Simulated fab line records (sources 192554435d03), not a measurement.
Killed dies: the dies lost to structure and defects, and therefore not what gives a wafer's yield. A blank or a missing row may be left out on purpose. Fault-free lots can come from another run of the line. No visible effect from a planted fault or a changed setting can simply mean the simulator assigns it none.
Comparing a struck lot with a sound one + flow n5-finfet + 38 steps out of a route of 1938
Sound: the wafers L772.2, L772.4, L772.6. Struck: wafer L763.6; the same lot's L763.4 was not struck, so it is left out; see the end for the cause.
Per side, at each step with rows, come the tool, then ch with its chambers, and then its first start. Under that, the readings that differ: sound wafers + struck wafers + difference of the means + sigmas: that difference in standard deviations of wafers without a fault.
alike: same words and numbers on both sides, and readings whose means sit less than 2 such deviations apart. not compared: any withheld reading, any reading some wafer has no value for, any bound like >300 that may hide the same value, and any number with overlapping values for which the record gives no deviation.
A row with sigmas, a row that says differs or no value, or rows on one side alone: a step with any of these is where the two part. Non-overlapping numbers with no deviation appear without sigmas and do not part them. Lack of a reading on every wafer of one side parts them only where that side has two or more wafers.

first, 11 steps without rows for these wafers: N5_BEOL_M14_ETCH_59 (etches BARC in N2/H2, target depth 89 nm, overetch 26.7 nm, time 67.9 s); N5_BEOL_M14_VIA_ETCH_16 (etches SiO2 in C4F8/O2/Ar, target depth 1231.3 nm); N5_BEOL_M14_STRIP_63 (strips in O2); N5_BEOL_M14_STRIP_64 (strips in O2); N5_BEOL_M14_STRIP_71 (strips in post etch residue remover, time 60 s); N5_BEOL_M14_SRD_72 (time 30 s, dry time 30 s); N5_BEOL_M14_COAT_65 (time 60 s, resist thk 450 nm); N5_BEOL_M14_COAT_66 (time 60 s, resist thk 110 nm); N5_BEOL_M14_COAT_22 (resist thk 300 nm); N5_BEOL_M14_EBR_24; N5_BEOL_M14_SOFTBAKE_23 (time 60 s).
N5_BEOL_M14_EXPOSE_25: exposes mask M14, target cd 280 nm.
  sound on krf-scanner-02 ch 0, day 19 07:18; struck on krf-scanner-01 ch 0, day 16 04:31
  alike: mask, focus-offset-nm, stage-vel-mm-s
then, 3 steps without rows for these wafers: N5_BEOL_M14_PEB_26 (peb time 90 s); N5_BEOL_M14_DEVELOP_27 (develop time 45 s); N5_BEOL_M14_HARDBAKE_32 (time 120 s).
N5_BEOL_M14_CD_MEAS_28: target cd 284.4 nm.
  sound on cd-sem-02 ch 0, day 19 07:29; struck on cd-sem-01 ch 0, day 16 04:40
| reading    | sound             | struck | difference | sigmas |
|------------|-------------------|--------|------------|--------|
| cd-nm (nm) | 285.8 283.0 285.4 | 301.9  | +17.2      | +11    |
N5_BEOL_M14_DESCUM_33: chemistry O2, time 7.9 s.
  sound on rie-diel-04 ch 1,2,3, day 19 07:35; struck on rie-diel-01 ch 0, day 16 04:49
| reading                   | sound             | struck | difference | sigmas |
|---------------------------|-------------------|--------|------------|--------|
| model.BEOL_M14.cd-nm (nm) | 285.2 282.6 285.2 | 302    | +18        |        |
  alike: bias-power-w, drypump-motor-current-A, oes-product-au, rf-vpp-V, showerhead-plenum-p-Torr, throttle-valve-pct
  not compared: rf-hours-counter-h
then, 6 steps without rows for these wafers: N5_BEOL_M14_ETCH_67 (etches SiARC in CF4, target depth 143 nm, time 238.3 s); N5_BEOL_M14_ETCH_68 (etches SOC in N2/H2, time 450 s); N5_BEOL_M14_STRIP_69 (strips in N2/H2); N5_BEOL_M14_TRENCH_ETCH_34 (etches SiO2 in C4F8/O2/Ar, target depth 556.65 nm, time 126.9 s); N5_BEOL_M14_STRIP_70 (strips in C4F8/O2/Ar); N5_BEOL_M14_STRIP_37 (strips in O2).
N5_BEOL_M14_ETCH_38: etches SiCN in CF4/N2, target depth 106.5 nm, time 120.6 s.
  sound: rie-diel-04 ch 0,1; struck: rie-diel-01 ch 1
| reading                     | sound             | struck | difference | sigmas |
|-----------------------------|-------------------|--------|------------|--------|
| drypump-motor-current-A (A) | 5.1 6.5 6.5       | 5.2    | -0.8       | -2     |
| throttle-valve-pct (%)      | 15.47 15.80 15.80 | 15.32  | -0.37      | -3     |
| model.BEOL_M14.cd-nm (nm)   | 281 276.4 278.8   | 300.8  | +22.1      |        |
  alike: oes-product-au, rf-vpp-V, showerhead-plenum-p-Torr
  not compared: rf-hours-counter-h
then, 12 steps without rows for these wafers: N5_BEOL_M14_PRECLEAN_39 (cleans in residue remover, time 60 s); N5_BEOL_M14_SRD_40 (time 30 s, dry time 30 s); N5_BEOL_M14_DEGAS_41 (time 60 s); N5_BEOL_M14_PRE_CLEAN_42 (time 30 s); N5_BEOL_M14_SPUTTER_43 (material TaN, target thk 15 nm, time 24.19 s); N5_BEOL_M14_SPUTTER_44 (material Ta, target thk 15 nm, time 24.19 s); N5_BEOL_M14_SPUTTER_45 (material Cu, target thk 100 nm, time 16.67 s); N5_BEOL_M14_ECD_47 (material Cu, target thk 1248 nm); N5_BEOL_M14_ANNEAL_48 (time 90 s); N5_BEOL_M14_CMP_49 (polishes, stops on SiO2, t overpolish 5.2 s, target thk 560 nm); N5_BEOL_M14_PRE_CLEAN_52 (time 15 s); N5_BEOL_M14_DEP_53 (deposits SiCN from 3MS/NH3, target thk 50 nm, time 17.8 s).
N5_BEOL_M15_RC_MEAS_101:
  sound on prober-01 ch 0, day 19 18:58; struck on prober-02 ch 0, day 16 12:40
| reading                    | sound                 | struck  | difference | sigmas |
|----------------------------|-----------------------|---------|------------|--------|
| COMB_M12 (S/m)             | 7e-12 8.3e-12 6.6e-12 | 3.9e-12 | -3.4e-12   | -3     |
| SERP_M13 (ohm/um)          | 0.307 0.305 0.305     | 0.323   | +0.017     | +3     |
| SERP_M14 (ohm/um)          | 0.166 0.158 0.158     | 0.144   | -0.017     | -4     |
| SERP_M14_max_site (ohm/um) | 0.167 0.161 0.159     | 0.146   | -0.016     | -3     |
  alike: COMB_M10, COMB_M11, COMB_M13, COMB_M14, COMB_M15, COMB_M15_max_site, COMB_M5, COMB_M6, COMB_M7, COMB_M7_max_site, COMB_M8, COMB_M9, SERP_M10, SERP_M11, SERP_M12, SERP_M5, SERP_M6, SERP_M7, SERP_M8, SERP_M9
N5_PASSIVATION_PROBE_49:
  the record has rows for the struck wafers here (prober-01, day 17 08:17) and none for the sound ones

== WHERE THEY PART ==
First at N5_BEOL_M14_CD_MEAS_28; last, within this record, at N5_PASSIVATION_PROBE_49.

WHY: whatever the simulator had introduced
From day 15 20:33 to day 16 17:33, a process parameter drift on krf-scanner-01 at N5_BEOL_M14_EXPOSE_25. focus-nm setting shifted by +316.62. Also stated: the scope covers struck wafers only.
